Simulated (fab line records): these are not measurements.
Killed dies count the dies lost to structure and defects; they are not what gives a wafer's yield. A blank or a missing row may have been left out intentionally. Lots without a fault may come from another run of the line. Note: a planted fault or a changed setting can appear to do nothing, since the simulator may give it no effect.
fab line records -- flow nand-harc
record lots=24, wafers=72, last-day=33
route steps=1302 shown P_GATE@151 P_M0@263
lots that met no fault: from a run of the same line without faults
start-h: hours from the record's opening day to when the first of the lot's shown wafers began -- wait-h: how many hours have passed since the lot's step before this one -- " repeats the value in the row above -- L1.1+2: a single row standing in for several wafers -- - no value present, or no start provided -- * or withheld: withheld -- < > ~ a bound
route shown NAME@n: NAME is a module with steps in the file, n the number in the route of the first one -- usual: average and standard deviation across the fault-free wafers -- same: alike in all rows -- chamber/n: place in a boat -- sites: the reading at each site -- _std_site: the values' standard deviation -- _edge_site: mean of outer sites minus mean of inner sites -- radius-mm: how far each site lies from the wafer's centre -- mask NAME#n: copy n -- behind: the most recent tool/chamber to have shaped the wafer -- hold: reason for holding the lot/hours on hold/outcome of the hold -- device: the n, p or np transistor that did not switch -- end of line: tests run on the same wafers once the route is complete -- where a step has no rows: the recipe by itself -- killed: at the first sort, the dies lost to defects and structure; wafer yield is something else -- map: a wafer's dies, marking killed ones x, the rest . and places with no die _
set.NAME: the run value of the setting; set.NAME@STEP: its run value at that earlier step -- model.NAME: the simulator's own value behind a step, which no gauge read
one table for each step of the route and one row for each wafer, over a sample of lots
services: when a tool's chamber went out of use (start-h, in hours from the record's first day, below 0 if earlier), for how many hours, and the reason
## steps
# step NHARC_P_GATE_CD_MEAS_33
# usual cd-nm=121.5/2.7
lot.wafer,tool,chamber,start-h,wait-h,cd-nm
L074.2,cd-sem-03,-,108.12,-,122.3
L074.5,cd-sem-03,-,108.12,-,123.7
L074.6,cd-sem-03,-,108.12,-,121.1
L075.1,cd-sem-03,-,113.06,-,118.9
L075.2,cd-sem-03,-,113.06,-,124.9
L075.5,cd-sem-03,-,113.06,-,123.8
L076.1,cd-sem-01,-,127.21,-,121.0
L076.4,cd-sem-01,-,127.21,-,120.7
L076.6,cd-sem-01,-,127.21,-,123.1
L077.4,cd-sem-02,-,127.87,-,121.7
L077.5,cd-sem-02,-,127.87,-,120.7
L077.6,cd-sem-02,-,127.87,-,119.1
L078.1,cd-sem-01,-,142.57,-,121.3
L078.2,cd-sem-01,-,142.57,-,125.4
L078.5,cd-sem-01,-,142.57,-,121.5
L079.2,cd-sem-02,-,149.11,-,121.0
L079.3,cd-sem-02,-,149.11,-,123.3
L079.6,cd-sem-02,-,149.11,-,121.0
L080.1,cd-sem-03,-,159.95,-,127.6
L080.4,cd-sem-03,-,159.95,-,123.4
L080.6,cd-sem-03,-,159.95,-,123.8
L081.1,cd-sem-03,-,176.65,-,123.4
L081.3,cd-sem-03,-,176.65,-,124.3
L081.5,cd-sem-03,-,176.65,-,125.4
L082.1,cd-sem-03,-,177.17,-,115.5
L082.2,cd-sem-03,-,177.17,-,120.8
L082.4,cd-sem-03,-,177.17,-,119.1
L084.3,cd-sem-02,-,194.04,-,121.4
L084.5,cd-sem-02,-,194.04,-,120.9
L084.6,cd-sem-02,-,194.04,-,123.1
L083.2,cd-sem-02,-,194.24,-,122.6
L083.3,cd-sem-02,-,194.24,-,119.9
L083.5,cd-sem-02,-,194.24,-,119.8
L085.2,cd-sem-03,-,215.55,-,117.6
L085.3,cd-sem-03,-,215.55,-,122.3
L085.5,cd-sem-03,-,215.55,-,116.5
L086.1,cd-sem-02,-,219.50,-,115.3
L086.3,cd-sem-02,-,219.50,-,118.1
L086.6,cd-sem-02,-,219.50,-,120.8
L087.2,cd-sem-03,-,224.35,-,119.7
L087.3,cd-sem-03,-,224.35,-,120.2
L087.5,cd-sem-03,-,224.35,-,119.7
L088.2,cd-sem-03,-,241.18,-,123.4
L088.3,cd-sem-03,-,241.18,-,118.5
L088.6,cd-sem-03,-,241.18,-,119.8
L089.2,cd-sem-01,-,241.35,-,121.8
L089.3,cd-sem-01,-,241.35,-,126.7
L089.4,cd-sem-01,-,241.35,-,124.7
L090.3,cd-sem-03,-,260.85,-,125.6
L090.4,cd-sem-03,-,260.85,-,128.5
L090.5,cd-sem-03,-,260.85,-,119.3
L091.2,cd-sem-02,-,272.05,-,120.2
L091.5,cd-sem-02,-,272.05,-,118.4
L091.6,cd-sem-02,-,272.05,-,117.4
L092.1,cd-sem-02,-,276.71,-,123.2
L092.4,cd-sem-02,-,276.71,-,119.3
L092.5,cd-sem-02,-,276.71,-,120.2
L093.1,cd-sem-03,-,298.32,0.1,124.1
L093.5,cd-sem-03,-,298.32,0.1,121.8
L093.6,cd-sem-03,-,298.32,0.1,118.9
L094.2,cd-sem-01,-,304.84,-,121.8
L094.3,cd-sem-01,-,304.84,-,118.9
L094.5,cd-sem-01,-,304.84,-,126.3
L095.3,cd-sem-03,-,305.04,-,126.0
L095.4,cd-sem-03,-,305.04,-,122.6
L095.5,cd-sem-03,-,305.04,-,122.8
L096.1,cd-sem-02,-,318.80,-,121.8
L096.3,cd-sem-02,-,318.80,-,122.3
L096.5,cd-sem-02,-,318.80,-,124.5
L097.2,cd-sem-01,-,326.98,-,121.2
L097.4,cd-sem-01,-,326.98,-,123.5
L097.6,cd-sem-01,-,326.98,-,123.4
# step NHARC_P_GATE_STRIP_111
# recipe power-w=1500, temp-c=110, time-s=250, chemistry=N2/H2
# usual drypump-motor-current-A=6.2/0.44, heater-power-w=86/6.6
lot.wafer,tool,chamber,start-h,wait-h,drypump-motor-current-A,heater-power-w,rf-hours-counter-h
L074.2,plasma-asher-02,0,119.46,0.2,6.6,85,7
L074.6,plasma-asher-02,1,119.46,0.2,5.4,93,-
L074.5,plasma-asher-02,0,119.46,0.2,6.6,83,-
L075.2,plasma-asher-01,0,124.66,0.2,6.4,88,26
L075.1,plasma-asher-01,1,124.66,0.2,6.2,76,26
L075.5,plasma-asher-01,1,124.66,0.2,6.3,77,-
L076.1,plasma-asher-01,0,138.73,0.2,6.4,87,28
L076.4,plasma-asher-01,0,138.73,0.2,6.4,87,-
L076.6,plasma-asher-01,1,138.73,0.2,6.2,76,-
L077.4,plasma-asher-01,0,139.53,0.2,6.4,87,-
L077.5,plasma-asher-01,0,139.53,0.2,6.4,88,-
L077.6,plasma-asher-01,1,139.53,0.2,6.3,76,-
L078.1,plasma-asher-01,1,154.00,0.2,6.3,76,33
L078.2,plasma-asher-01,0,154.00,0.2,6.5,86,33
L078.5,plasma-asher-01,0,154.00,0.2,6.4,87,-
L079.2,plasma-asher-01,1,160.57,0.2,6.3,76,33
L079.3,plasma-asher-01,1,160.57,0.2,6.2,75,-
L079.6,plasma-asher-01,1,160.57,0.2,6.3,77,-
L080.1,plasma-asher-02,0,171.38,0.2,6.6,87,17
L080.4,plasma-asher-02,1,171.38,0.2,5.3,95,-
L080.6,plasma-asher-02,1,171.38,0.2,5.4,98,-
L081.1,plasma-asher-02,1,188.31,0.2,5.4,95,20
L081.3,plasma-asher-02,1,188.31,0.2,5.4,96,-
L081.5,plasma-asher-02,0,188.31,0.2,6.6,83,-
L082.1,plasma-asher-01,1,188.86,0.2,6.3,80,3
L082.2,plasma-asher-01,0,188.86,0.2,6.4,91,3
L082.4,plasma-asher-01,1,188.86,0.2,6.3,79,-
L084.3,plasma-asher-01,0,205.68,0.3,6.4,91,-
L084.6,plasma-asher-01,1,205.68,0.3,6.3,79,-
L084.5,plasma-asher-01,0,205.68,0.3,6.4,87,-
L083.2,plasma-asher-02,0,205.89,0.2,6.6,85,25
L083.3,plasma-asher-02,1,205.89,0.2,5.3,96,-
L083.5,plasma-asher-02,1,205.89,0.2,5.4,92,-
L085.2,plasma-asher-01,1,227.25,0.2,6.3,80,11
L085.3,plasma-asher-01,0,227.25,0.2,6.4,87,-
L085.5,plasma-asher-01,1,227.25,0.2,6.3,80,-
L086.1,plasma-asher-02,0,233.22,0.2,6.6,85,31
L086.3,plasma-asher-02,1,233.22,0.2,5.4,96,-
L086.6,plasma-asher-02,0,233.22,0.2,6.6,88,-
L087.2,plasma-asher-01,1,235.96,0.2,6.3,80,14
L087.3,plasma-asher-01,0,235.96,0.2,6.4,91,-
L087.5,plasma-asher-01,1,235.96,0.2,6.3,80,-
L088.2,plasma-asher-01,0,252.76,0.2,6.4,90,17
L088.3,plasma-asher-01,0,252.76,0.2,6.4,91,-
L088.6,plasma-asher-01,1,252.76,0.2,6.3,81,-
L089.2,plasma-asher-01,0,253.08,0.3,6.4,90,17
L089.3,plasma-asher-01,0,253.08,0.3,6.4,88,-
L089.4,plasma-asher-01,1,253.08,0.3,6.3,78,-
L090.3,plasma-asher-02,1,272.62,0.2,5.4,97,-
L090.4,plasma-asher-02,0,272.62,0.2,6.7,85,-
L090.5,plasma-asher-02,0,272.62,0.2,6.6,86,-
L091.2,plasma-asher-02,1,283.58,0.2,5.4,97,3
L091.6,plasma-asher-02,1,283.58,0.2,5.4,97,-
L091.5,plasma-asher-02,0,283.58,0.2,6.6,87,-
L092.1,plasma-asher-02,0,288.21,0.2,6.6,87,4
L092.4,plasma-asher-02,0,288.21,0.2,6.6,87,-
L092.5,plasma-asher-02,1,288.21,0.2,5.4,98,-
L093.1,plasma-asher-01,1,309.81,0.2,6.3,80,30
L093.5,plasma-asher-01,0,309.81,0.2,6.4,90,-
L093.6,plasma-asher-01,1,309.81,0.2,6.2,79,-
L094.2,plasma-asher-01,0,316.23,0.2,6.4,87,32
L094.3,plasma-asher-01,0,316.23,0.2,6.4,88,-
L094.5,plasma-asher-01,0,316.23,0.2,6.4,91,-
L095.4,plasma-asher-02,0,316.51,0.2,6.6,85,-
L095.3,plasma-asher-02,1,316.51,0.2,5.4,95,-
L095.5,plasma-asher-02,1,316.51,0.2,5.3,97,-
L096.1,plasma-asher-02,0,330.23,0.2,6.6,87,13
L096.3,plasma-asher-02,0,330.23,0.2,6.6,86,-
L096.5,plasma-asher-02,1,330.23,0.2,5.4,97,-
L097.2,plasma-asher-01,1,338.43,0.2,6.2,79,38
L097.4,plasma-asher-01,1,338.43,0.2,6.3,80,-
L097.6,plasma-asher-01,0,338.43,0.2,6.4,89,-
# step NHARC_P_GATE_RTA_82
# recipe temp-c=450, time-s=30
# usual lamp-power-pct=3.64/0.13, lamp_zone_3_pct=3.64/0.13, wafer_temp_C_max=452.5/0.52
lot.wafer,tool,chamber,start-h,wait-h,lamp-power-pct,lamp_zone_3_pct,wafer_temp_C_max
L074.2,rtp-anneal-01,0,125.03,-,3.84,3.84,451.9
L074.5,rtp-anneal-01,0,125.03,-,3.84,3.84,451.4
L074.6,rtp-anneal-01,0,125.03,-,3.84,3.85,451.5
L075.1,rtp-anneal-02,0,130.37,-,3.56,3.55,452.7
L075.2,rtp-anneal-02,0,130.37,-,3.55,3.55,453.4
L075.5,rtp-anneal-02,0,130.37,-,3.56,3.55,452.2
L076.1,rtp-anneal-02,0,144.42,-,3.55,3.56,452.5
L076.4,rtp-anneal-02,0,144.42,-,3.55,3.55,453.5
L076.6,rtp-anneal-02,0,144.42,-,3.56,3.55,452.5
L077.4,rtp-anneal-02,0,145.21,-,3.55,3.55,452.4
L077.5,rtp-anneal-02,0,145.21,-,3.55,3.56,452.8
L077.6,rtp-anneal-02,0,145.21,-,3.56,3.55,452.6
L078.1,rtp-anneal-01,0,159.68,-,3.84,3.84,451.8
L078.2,rtp-anneal-01,0,159.68,-,3.84,3.84,451.7
L078.5,rtp-anneal-01,0,159.68,-,3.84,3.84,451.9
L079.2,rtp-anneal-02,0,166.09,-,3.55,3.55,452.3
L079.3,rtp-anneal-02,0,166.09,-,3.55,3.55,452.3
L079.6,rtp-anneal-02,0,166.09,-,3.55,3.54,452.6
L080.1,rtp-anneal-02,0,177.18,-,3.55,3.55,452.9
L080.4,rtp-anneal-02,0,177.18,-,3.55,3.55,452.3
L080.6,rtp-anneal-02,0,177.18,-,3.55,3.56,452.4
L081.1,rtp-anneal-02,0,194.13,-,3.56,3.56,452.3
L081.3,rtp-anneal-02,0,194.13,-,3.55,3.56,453.0
L081.5,rtp-anneal-02,0,194.13,-,3.55,3.55,452.2
L082.1,rtp-anneal-02,0,194.86,-,3.55,3.55,452.5
L082.2,rtp-anneal-02,0,194.86,-,3.55,3.55,452.7
L082.4,rtp-anneal-02,0,194.86,-,3.55,3.55,453.0
L084.3,rtp-anneal-02,0,211.19,-,3.55,3.55,452.3
L084.5,rtp-anneal-02,0,211.19,-,3.55,3.55,453.2
L084.6,rtp-anneal-02,0,211.19,-,3.55,3.56,452.1
L083.2,rtp-anneal-01,0,211.80,-,3.85,3.85,452.0
L083.3,rtp-anneal-01,0,211.80,-,3.85,3.85,451.9
L083.5,rtp-anneal-01,0,211.80,-,3.85,3.84,452.7
L085.2,rtp-anneal-02,0,233.07,-,3.55,3.55,453.2
L085.3,rtp-anneal-02,0,233.07,-,3.55,3.55,452.8
L085.5,rtp-anneal-02,0,233.07,-,3.55,3.55,452.8
L086.1,rtp-anneal-02,0,238.93,-,3.55,3.55,452.4
L086.3,rtp-anneal-02,0,238.93,-,3.56,3.55,452.3
L086.6,rtp-anneal-02,0,238.93,-,3.55,3.55,452.5
L087.2,rtp-anneal-02,0,241.53,-,3.55,3.55,452.2
L087.3,rtp-anneal-02,0,241.53,-,3.55,3.55,452.3
L087.5,rtp-anneal-02,0,241.53,-,3.55,3.55,451.9
L088.2,rtp-anneal-02,0,258.65,-,3.55,3.55,452.5
L088.3,rtp-anneal-02,0,258.65,-,3.55,3.55,451.3
L088.6,rtp-anneal-02,0,258.65,-,3.56,3.55,451.9
L089.2,rtp-anneal-02,0,259.42,-,3.55,3.55,452.6
L089.3,rtp-anneal-02,0,259.42,-,3.55,3.55,452.6
L089.4,rtp-anneal-02,0,259.42,-,3.55,3.55,452.0
L090.3,rtp-anneal-01,0,278.38,-,3.85,3.84,452.5
L090.4,rtp-anneal-01,0,278.38,-,3.84,3.84,452.6
L090.5,rtp-anneal-01,0,278.38,-,3.84,3.84,452.1
L091.2,rtp-anneal-01,0,289.33,-,3.84,3.85,451.9
L091.5,rtp-anneal-01,0,289.33,-,3.84,3.84,452.0
L091.6,rtp-anneal-01,0,289.33,-,3.85,3.84,451.8
L092.1,rtp-anneal-02,0,294.08,-,3.55,3.55,452.5
L092.4,rtp-anneal-02,0,294.08,-,3.55,3.56,452.5
L092.5,rtp-anneal-02,0,294.08,-,3.55,3.55,452.2
L093.1,rtp-anneal-02,0,315.62,-,3.55,3.55,452.8
L093.5,rtp-anneal-02,0,315.62,-,3.56,3.55,452.5
L093.6,rtp-anneal-02,0,315.62,-,3.55,3.55,452.5
L094.2,rtp-anneal-01,0,321.94,-,3.84,3.85,451.7
L094.3,rtp-anneal-01,0,321.94,-,3.85,3.84,452.1
L094.5,rtp-anneal-01,0,321.94,-,3.84,3.84,452.7
L095.3,rtp-anneal-02,0,322.28,-,3.55,3.55,452.6
L095.4,rtp-anneal-02,0,322.28,-,3.55,3.56,452.6
L095.5,rtp-anneal-02,0,322.28,-,3.55,3.55,452.4
L096.1,rtp-anneal-01,0,336.01,-,3.84,3.84,452.1
L096.3,rtp-anneal-01,0,336.01,-,3.84,3.84,452.1
L096.5,rtp-anneal-01,0,336.01,-,3.85,3.85,452.3
L097.2,rtp-anneal-02,0,344.15,-,3.56,3.55,452.1
L097.4,rtp-anneal-02,0,344.15,-,3.55,3.55,453.1
L097.6,rtp-anneal-02,0,344.15,-,3.55,3.55,452.9
# step NHARC_P_GATE_INSPECT_68
# usual raw-defect-count=221/85
lot.wafer,tool,chamber,start-h,wait-h,raw-defect-count
L074.2,defect-inspect-02,-,125.20,0.1,224
L074.5,defect-inspect-02,-,125.20,0.1,200
L074.6,defect-inspect-02,-,125.20,0.1,233
L075.1,defect-inspect-01,-,130.56,0.2,336
L075.2,defect-inspect-01,-,130.56,0.2,109
L075.5,defect-inspect-01,-,130.56,0.2,352
L076.1,defect-inspect-01,-,144.62,0.2,160
L076.4,defect-inspect-01,-,144.62,0.2,154
L076.6,defect-inspect-01,-,144.62,0.2,159
L077.4,defect-inspect-01,-,145.33,0.1,256
L077.5,defect-inspect-01,-,145.33,0.1,263
L077.6,defect-inspect-01,-,145.33,0.1,271
L078.1,defect-inspect-01,-,159.88,0.2,175
L078.2,defect-inspect-01,-,159.88,0.2,114
L078.5,defect-inspect-01,-,159.88,0.2,162
L079.2,defect-inspect-02,-,166.26,0.1,262
L079.3,defect-inspect-02,-,166.26,0.1,231
L079.6,defect-inspect-02,-,166.26,0.1,159
L080.1,defect-inspect-01,-,177.38,0.2,229
L080.4,defect-inspect-01,-,177.38,0.2,154
L080.6,defect-inspect-01,-,177.38,0.2,151
L081.1,defect-inspect-01,-,194.33,0.2,182
L081.3,defect-inspect-01,-,194.33,0.2,121
L081.5,defect-inspect-01,-,194.33,0.2,189
L082.1,defect-inspect-01,-,195.06,0.2,389
L082.2,defect-inspect-01,-,195.06,0.2,264
L082.4,defect-inspect-01,-,195.06,0.2,222
L084.3,defect-inspect-01,-,211.33,0.1,259
L084.5,defect-inspect-01,-,211.33,0.1,158
L084.6,defect-inspect-01,-,211.33,0.1,239
L083.2,defect-inspect-02,-,211.96,0.1,157
L083.3,defect-inspect-02,-,211.96,0.1,436
L083.5,defect-inspect-02,-,211.96,0.1,229
L085.2,defect-inspect-02,-,233.23,0.1,247
L085.3,defect-inspect-02,-,233.23,0.1,165
L085.5,defect-inspect-02,-,233.23,0.1,141
L086.1,defect-inspect-01,-,239.13,0.2,119
L086.3,defect-inspect-01,-,239.13,0.2,168
L086.6,defect-inspect-01,-,239.13,0.2,161
L087.2,defect-inspect-01,-,241.70,0.1,183
L087.3,defect-inspect-01,-,241.70,0.1,205
L087.5,defect-inspect-01,-,241.70,0.1,189
L088.2,defect-inspect-01,-,258.82,0.1,145
L088.3,defect-inspect-01,-,258.82,0.1,225
L088.6,defect-inspect-01,-,258.82,0.1,278
L089.2,defect-inspect-02,-,259.59,0.1,172
L089.3,defect-inspect-02,-,259.59,0.1,167
L089.4,defect-inspect-02,-,259.59,0.1,195
L090.3,defect-inspect-02,-,278.52,0.1,139
L090.4,defect-inspect-02,-,278.52,0.1,96
L090.5,defect-inspect-02,-,278.52,0.1,126
L091.2,defect-inspect-02,-,289.50,0.1,227
L091.5,defect-inspect-02,-,289.50,0.1,288
L091.6,defect-inspect-02,-,289.50,0.1,386
L092.1,defect-inspect-02,-,294.28,0.2,263
L092.4,defect-inspect-02,-,294.28,0.2,227
L092.5,defect-inspect-02,-,294.28,0.2,214
L093.1,defect-inspect-02,-,315.82,0.2,174
L093.5,defect-inspect-02,-,315.82,0.2,113
L093.6,defect-inspect-02,-,315.82,0.2,156
L094.2,defect-inspect-01,-,322.11,0.1,260
L094.3,defect-inspect-01,-,322.11,0.1,159
L094.5,defect-inspect-01,-,322.11,0.1,134
L095.3,defect-inspect-02,-,322.42,0.1,315
L095.4,defect-inspect-02,-,322.42,0.1,277
L095.5,defect-inspect-02,-,322.42,0.1,359
L096.1,defect-inspect-01,-,336.20,0.2,297
L096.3,defect-inspect-01,-,336.20,0.2,150
L096.5,defect-inspect-01,-,336.20,0.2,294
L097.2,defect-inspect-01,-,344.32,0.1,256
L097.4,defect-inspect-01,-,344.32,0.1,381
L097.6,defect-inspect-01,-,344.32,0.1,276
# step NHARC_P_M0_CD_MEAS_09
# recipe target-cd-nm=90, landing-energy-ev=500
# usual cd-nm=90.1/0.71
lot.wafer,tool,chamber,start-h,wait-h,cd-nm
L074.2,cd-sem-03,0,130.72,-,89.4
L074.5,cd-sem-03,0,130.72,-,89.6
L074.6,cd-sem-03,0,130.72,-,89.7
L075.1,cd-sem-02,0,136.34,-,88.1
L075.2,cd-sem-02,0,136.34,-,90.2
L075.5,cd-sem-02,0,136.34,-,89.6
L076.1,cd-sem-01,0,150.41,-,89.0
L076.4,cd-sem-01,0,150.41,-,90.5
L076.6,cd-sem-01,0,150.41,-,90.4
L077.4,cd-sem-02,0,151.55,-,89.1
L077.5,cd-sem-02,0,151.55,-,88.4
L077.6,cd-sem-02,0,151.55,-,88.9
L078.1,cd-sem-01,0,165.54,-,90.5
L078.2,cd-sem-01,0,165.54,-,91.3
L078.5,cd-sem-01,0,165.54,-,90.6
L079.2,cd-sem-01,0,171.92,-,90.3
L079.3,cd-sem-01,0,171.92,-,90.3
L079.6,cd-sem-01,0,171.92,-,89.9
L080.1,cd-sem-03,0,183.06,-,90.2
L080.4,cd-sem-03,0,183.06,-,89.1
L080.6,cd-sem-03,0,183.06,-,90.1
L081.1,cd-sem-03,0,200.09,-,90.7
L081.3,cd-sem-03,0,200.09,-,89.9
L081.5,cd-sem-03,0,200.09,-,90.3
L082.1,cd-sem-01,0,200.83,-,90.8
L082.2,cd-sem-01,0,200.83,-,90.5
L082.4,cd-sem-01,0,200.83,-,89.7
L084.3,cd-sem-03,0,216.86,-,90.6
L084.5,cd-sem-03,0,216.86,-,89.5
L084.6,cd-sem-03,0,216.86,-,90.3
L083.2,cd-sem-02,0,217.63,-,90.3
L083.3,cd-sem-02,0,217.63,-,89.5
L083.5,cd-sem-02,0,217.63,-,91.0
L085.2,cd-sem-02,0,239.04,-,90.4
L085.3,cd-sem-02,0,239.04,-,91.1
L085.5,cd-sem-02,0,239.04,-,91.1
L086.1,cd-sem-03,0,244.98,-,90.7
L086.3,cd-sem-03,0,244.98,-,91.0
L086.6,cd-sem-03,0,244.98,-,91.0
L087.2,cd-sem-02,0,247.48,-,89.1
L087.3,cd-sem-02,0,247.48,-,89.3
L087.5,cd-sem-02,0,247.48,-,89.5
L088.2,cd-sem-03,0,264.50,-,89.9
L088.3,cd-sem-03,0,264.50,-,89.8
L088.6,cd-sem-03,0,264.50,-,88.8
L089.2,cd-sem-03,0,265.38,-,90.3
L089.3,cd-sem-03,0,265.38,-,90.0
L089.4,cd-sem-03,0,265.38,-,90.2
L090.3,cd-sem-01,0,284.21,-,88.8
L090.4,cd-sem-01,0,284.21,-,89.8
L090.5,cd-sem-01,0,284.21,-,89.3
L091.2,cd-sem-03,0,295.33,-,90.9
L091.5,cd-sem-03,0,295.33,-,91.3
L091.6,cd-sem-03,0,295.33,-,91.1
L092.1,cd-sem-01,0,300.06,-,89.4
L092.4,cd-sem-01,0,300.06,-,89.2
L092.5,cd-sem-01,0,300.06,-,90.2
L093.1,cd-sem-01,0,321.38,-,90.6
L093.5,cd-sem-01,0,321.38,-,90.7
L093.6,cd-sem-01,0,321.38,-,90.8
L094.2,cd-sem-02,0,327.90,-,90.6
L094.3,cd-sem-02,0,327.90,-,90.8
L094.5,cd-sem-02,0,327.90,-,91.4
L095.3,cd-sem-01,0,328.21,-,89.8
L095.4,cd-sem-01,0,328.21,-,90.2
L095.5,cd-sem-01,0,328.21,-,90.8
L096.1,cd-sem-03,0,342.13,-,90.1
L096.3,cd-sem-03,0,342.13,-,90.2
L096.5,cd-sem-03,0,342.13,-,90.9
L097.2,cd-sem-01,0,350.10,-,88.9
L097.4,cd-sem-01,0,350.10,-,90.2
L097.6,cd-sem-01,0,350.10,-,89.3
# step NHARC_P_M0_PVD_21
# recipe target-thk-a=300, chamber-pressure-pa=5, power-w=5000, substrate-temp-c=30, time-s=20.49, material=Cu
# usual throttle-valve-pct=29.9/0.86
lot.wafer,tool,chamber,start-h,wait-h,throttle-valve-pct
L074.2,pvd-sputter-03,-,-,-,31.2
L074.5,pvd-sputter-03,-,-,-,28.7
L074.6,pvd-sputter-03,-,-,-,29.0
L075.1,pvd-sputter-03,-,-,-,29.3
L075.2,pvd-sputter-03,-,-,-,28.9
L075.5,pvd-sputter-03,-,-,-,29.5
L076.4,pvd-sputter-01,-,-,-,30.1
L076.1,pvd-sputter-01,-,-,-,28.2
L076.6,pvd-sputter-01,-,-,-,29.9
L077.4,pvd-sputter-01,-,-,-,29.5
L077.6,pvd-sputter-01,-,-,-,29.7
L077.5,pvd-sputter-01,-,-,-,28.1
L078.2,pvd-sputter-03,-,-,-,30.9
L078.1,pvd-sputter-03,-,-,-,30.2
L078.5,pvd-sputter-03,-,-,-,31.1
L079.2,pvd-sputter-01,-,-,-,29.9
L079.3,pvd-sputter-01,-,-,-,29.5
L079.6,pvd-sputter-01,-,-,-,29.6
L080.1,pvd-sputter-01,-,-,-,29.9
L080.4,pvd-sputter-01,-,-,-,29.8
L080.6,pvd-sputter-01,-,-,-,29.9
L081.1,pvd-sputter-02,-,-,-,31.1
L081.3,pvd-sputter-02,-,-,-,29.9
L081.5,pvd-sputter-02,-,-,-,31.0
L082.2,pvd-sputter-02,-,-,-,30.8
L082.1,pvd-sputter-02,-,-,-,30.6
L082.4,pvd-sputter-02,-,-,-,29.3
L084.3,pvd-sputter-03,-,-,-,28.6
L084.6,pvd-sputter-03,-,-,-,30.4
L084.5,pvd-sputter-03,-,-,-,30.1
L083.3,pvd-sputter-01,-,-,-,28.3
L083.2,pvd-sputter-01,-,-,-,29.6
L083.5,pvd-sputter-01,-,-,-,29.8
L085.2,pvd-sputter-03,-,-,-,29.5
L085.3,pvd-sputter-03,-,-,-,30.3
L085.5,pvd-sputter-03,-,-,-,29.9
L086.1,pvd-sputter-03,-,-,-,28.6
L086.3,pvd-sputter-03,-,-,-,29.5
L086.6,pvd-sputter-03,-,-,-,30.3
L087.2,pvd-sputter-03,-,-,-,28.6
L087.3,pvd-sputter-03,-,-,-,29.4
L087.5,pvd-sputter-03,-,-,-,29.9
L088.3,pvd-sputter-01,-,-,-,30.1
L088.2,pvd-sputter-01,-,-,-,28.6
L088.6,pvd-sputter-01,-,-,-,29.3
L089.2,pvd-sputter-02,-,-,-,30.9
L089.3,pvd-sputter-02,-,-,-,29.1
L089.4,pvd-sputter-02,-,-,-,30.0
L090.3,pvd-sputter-02,-,-,-,31.3
L090.4,pvd-sputter-02,-,-,-,30.8
L090.5,pvd-sputter-02,-,-,-,31.2
L091.2,pvd-sputter-02,-,-,-,31.1
L091.5,pvd-sputter-02,-,-,-,31.1
L091.6,pvd-sputter-02,-,-,-,29.9
L092.1,pvd-sputter-01,-,-,-,29.4
L092.4,pvd-sputter-01,-,-,-,28.9
L092.5,pvd-sputter-01,-,-,-,29.1
L093.1,pvd-sputter-02,-,-,-,31.0
L093.5,pvd-sputter-02,-,-,-,31.2
L093.6,pvd-sputter-02,-,-,-,29.9
L094.3,pvd-sputter-03,-,-,-,29.8
L094.2,pvd-sputter-03,-,-,-,28.6
L094.5,pvd-sputter-03,-,-,-,29.7
L095.3,pvd-sputter-02,-,-,-,29.5
L095.4,pvd-sputter-02,-,-,-,31.2
L095.5,pvd-sputter-02,-,-,-,29.6
L096.3,pvd-sputter-03,-,-,-,29.7
L096.1,pvd-sputter-03,-,-,-,30.6
L096.5,pvd-sputter-03,-,-,-,28.8
L097.2,pvd-sputter-02,-,-,-,31.4
L097.4,pvd-sputter-02,-,-,-,31.0
L097.6,pvd-sputter-02,-,-,-,31.2
## services
tool,chamber,start-h,hours,kind
pvd-sputter-02,-,107.98,10.0,pm
pvd-sputter-01,-,162.41,0.5,repair
plasma-asher-01,-,165.72,9.0,pm
plasma-asher-01,0,165.72,9.0,vent-cycle
plasma-asher-01,1,165.72,9.0,vent-cycle
pvd-sputter-03,-,170.00,10.0,pm
plasma-asher-01,0,174.72,-,clean
plasma-asher-01,1,174.72,-,clean
pvd-sputter-03,-,201.81,5.6,repair
plasma-asher-02,-,238.48,5.5,repair
pvd-sputter-01,-,239.15,10.0,pm
plasma-asher-02,-,249.00,9.0,pm
plasma-asher-02,0,249.00,9.0,vent-cycle
plasma-asher-02,1,249.00,9.0,vent-cycle
plasma-asher-02,0,258.00,-,clean
plasma-asher-02,1,258.00,-,clean
pvd-sputter-02,-,285.98,10.0,pm
plasma-asher-02,-,336.10,3.1,repair
plasma-asher-01,-,342.83,9.0,pm
plasma-asher-01,0,342.83,9.0,vent-cycle
plasma-asher-01,1,342.83,9.0,vent-cycle
pvd-sputter-03,-,348.00,10.0,pm
## key
fault none
